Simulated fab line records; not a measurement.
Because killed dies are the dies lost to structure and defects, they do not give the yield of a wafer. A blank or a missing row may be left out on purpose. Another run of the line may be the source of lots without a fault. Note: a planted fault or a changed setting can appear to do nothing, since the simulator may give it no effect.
The tool behind it: which one?    flow n5-finfet    Sampling: 12 lots, 36 wafers, 6 of 1938 route steps

== WHAT EACH GAUGE READ, for each wafer ==
N5_BEOL_M1_THK_MEAS_53: measures by xrf.
lot   measured      on             M1_THK (nm)
L075  day 6 23:13   film-metro-02  39.6 42.1 40.6
L077  day 7 08:36   film-metro-01  40.2 40.1 42.1
L079  day 8 17:59   film-metro-02  41.9 39.8 40.5
L081  day 8 20:07   film-metro-01  41.7 41.6 41.4
L083  day 10 14:26  film-metro-02  39.3 41.7 41.9
L085  day 11 02:34  film-metro-02  39.6 38.4 40.0
L087  day 11 08:28  film-metro-02  38.6 40.8 40.8
L089  day 12 15:39  film-metro-02  41.4 41.8 42.7
L090  day 12 19:20  film-metro-01  39.5 41.7 40.8
L093  day 12 22:44  film-metro-01  40.7 39.5 41.9
L095  day 14 02:29  film-metro-02  38.0 39.4 40.7
L097  day 14 04:23  film-metro-02  42.5 41.1 41.6

== EACH LOT AND THE TOOL THAT RAN IT (in order: tool; ch and the chambers of the sampled wafers; start) ==
lot   N5_BEOL_M1_ETCHBACK_99              N5_BEOL_M1_SPUTTER_48         N5_BEOL_M1_ANNEAL_82          N5_BEOL_M1_SPUTTER_88         N5_BEOL_M1_ANNEAL_91
L075  rie-diel-03 ch 1,2,3, day 6 19:09   pvd-sputter-02, day 6 20:40   pvd-sputter-02, day 6 21:11   pvd-sputter-02, day 6 21:33   pvd-sputter-02, day 6 21:51
L077  rie-diel-05 ch 1,2,3, day 7 04:39   pvd-sputter-01, day 7 06:03   pvd-sputter-01, day 7 06:34   pvd-sputter-01, day 7 06:56   pvd-sputter-01, day 7 07:14
L079  rie-diel-02 ch 1,2, day 8 13:50     pvd-sputter-03, day 8 15:26   pvd-sputter-03, day 8 15:58   pvd-sputter-03, day 8 16:19   pvd-sputter-03, day 8 16:37
L081  rie-diel-02 ch 1,2,3, day 8 14:35   pvd-sputter-01, day 8 17:33   pvd-sputter-01, day 8 18:04   pvd-sputter-01, day 8 18:26   pvd-sputter-01, day 8 18:44
L083  rie-diel-02 ch 0,2,3, day 10 08:30  pvd-sputter-02, day 10 11:50  pvd-sputter-02, day 10 12:21  pvd-sputter-02, day 10 12:43  pvd-sputter-02, day 10 13:01
L085  rie-diel-03 ch 1,3, day 10 22:30    pvd-sputter-03, day 11 00:01  pvd-sputter-03, day 11 00:32  pvd-sputter-03, day 11 00:53  pvd-sputter-03, day 11 01:11
L087  rie-diel-03 ch 0,2, day 11 03:50    pvd-sputter-03, day 11 05:40  pvd-sputter-03, day 11 06:11  pvd-sputter-03, day 11 06:33  pvd-sputter-03, day 11 06:51
L089  rie-diel-05 ch 2,3, day 12 10:46    pvd-sputter-03, day 12 12:50  pvd-sputter-03, day 12 13:21  pvd-sputter-03, day 12 13:43  pvd-sputter-03, day 12 14:01
L090  rie-diel-02 ch 2,3, day 12 15:03    pvd-sputter-01, day 12 16:43  pvd-sputter-01, day 12 17:14  pvd-sputter-01, day 12 17:36  pvd-sputter-01, day 12 17:54
L093  rie-diel-05 ch 0,1,3, day 12 18:53  pvd-sputter-03, day 12 20:11  pvd-sputter-03, day 12 20:43  pvd-sputter-03, day 12 21:04  pvd-sputter-03, day 12 21:22
L095  rie-diel-02 ch 0,2,3, day 13 22:32  pvd-sputter-02, day 13 23:41  pvd-sputter-02, day 14 00:13  pvd-sputter-02, day 14 00:34  pvd-sputter-02, day 14 00:52
L097  rie-diel-02 ch 1,2,3, day 13 23:47  pvd-sputter-01, day 14 01:50  pvd-sputter-01, day 14 02:21  pvd-sputter-01, day 14 02:43  pvd-sputter-01, day 14 03:01
- N5_BEOL_M1_ETCHBACK_99: etches SiO2 in CHF3, target depth 5 nm, time 10.4 s.
- N5_BEOL_M1_SPUTTER_48: material Cu, target thk 4.5 nm, time 8.29 s.
- N5_BEOL_M1_ANNEAL_82: time 240 s.
- N5_BEOL_M1_SPUTTER_88: material Cu, target thk 4.5 nm, time 8.29 s.
- N5_BEOL_M1_ANNEAL_91: time 240 s.

== THE ANSWER, worked out from the rows above alone ==
Rule: usual is defined by the lots themselves. Put in order of their means at a reading, lots are off if they are a third of the lots or fewer, leave a main group of 4 or more, and stand apart from it by a gap of 3 or more times the standard deviation of the main group's means; of several such gaps the widest counts. If all means in a main group match to the digits the tables above print for the reading, that group is not used. A lot without any number at a reading at which 4 lots or more have one is off too. Any other lot the step has rows for is counted as sound.
No lot is off on any of the readings shown, so nothing can be concluded from this.

== WHAT HAD BEEN PUT IN BY THE SIMULATOR ==
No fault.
